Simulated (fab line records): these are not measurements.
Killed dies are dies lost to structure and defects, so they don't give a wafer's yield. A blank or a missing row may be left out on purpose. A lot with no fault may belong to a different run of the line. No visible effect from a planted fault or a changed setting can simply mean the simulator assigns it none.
One fault seen from 2 desks    flow n5-finfet    only its own numbers are on each desk; what lay behind them is given at the end

THE METROLOGY DESK
Means of the sampled wafers that have a number, per lot and without regard to the tool the lot ran on: this is what the gauges read. Marked OUT: a lot whose mean sits more than 4 standard deviations from the usual mean, which makes it out of limits; the brackets give that distance.
Columns: A = M6_OVL at N5_BEOL_M6_OVL_MEAS_12, usual 0.2 nm; B = cd-nm at N5_BEOL_M6_CD_MEAS_18, usual 40.0 nm
lot   first seen here  A     B
L921  day 9 01:20      0.4   40.2
L922  day 9 09:06      -0.6  39.3
L923  day 9 18:02      -1.0  39.8
L924  day 9 23:19      0.6   39.8
L926  day 9 23:29      -0.9  40.0
L925  day 10 04:37     -0.1  40.0
L928  day 10 22:17     -0.2  39.4
L929  day 11 01:47     0.1   40.5
L935  day 11 21:21     -0.3  39.8
L936  day 12 17:52     0.2   39.6
L937  day 13 00:41     0.9   40.4
L939  day 13 20:45     0.7   39.5
L943  day 14 00:14     0.3   40.3
L942  day 14 17:20     -0.5  41.0
This desk's verdict: no lot among the 14 shows anything out of limits.

THE TOOL OWNER'S DESK: litho-track-05
The tool's own readings at N5_BEOL_M6_COAT_63 (time 60 s, resist thk 60 nm): means of the sampled wafers that have a number, for each lot that ran on this tool. Marked OUT: a lot whose mean sits more than 4 standard deviations from the usual mean, which makes it out of limits; the brackets give that distance.
Columns: A = spin-speed-rpm at N5_BEOL_M6_COAT_63, usual 1500.0 rpm
lot   first seen here  A
L921  day 9 01:53      1499.3
L923  day 9 18:38      1499.5
L924  day 9 23:56      1499.6
L926  day 10 03:08     1499.9
L928  day 11 00:23     1499.5
L929  day 11 02:50     1499.8
L935  day 11 21:54     1500.3
L936  day 12 19:58     1568.7 (+57) OUT
L937  day 13 03:02     1570.3 (+59) OUT
This desk's finding: out of limits on L936, L937; first on L936, day 12 19:58 (spin-speed-rpm at N5_BEOL_M6_COAT_63). Within limits: L921, L923, L924, L926, L928, L929, L935.

ALL TOGETHER
At day 12 19:58, on L936, L937, the tool owner's desk was in a position to raise an alarm.
From the metrology desk's view, nothing was out of limits.
The metrology desk holds a record of L936, L937, inside its limits.
All the named lots went through N5_BEOL_M6_COAT_63 on litho-track-05.

WHAT WAS PUT IN BY THE SIMULATOR
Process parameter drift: litho-track-05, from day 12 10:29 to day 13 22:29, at N5_BEOL_M6_COAT_63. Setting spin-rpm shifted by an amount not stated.
Lots struck among those shown: L936, L937.
Delay in hours, fault start to first out-of-limits reading, by desk: the tool owner's desk at 9.
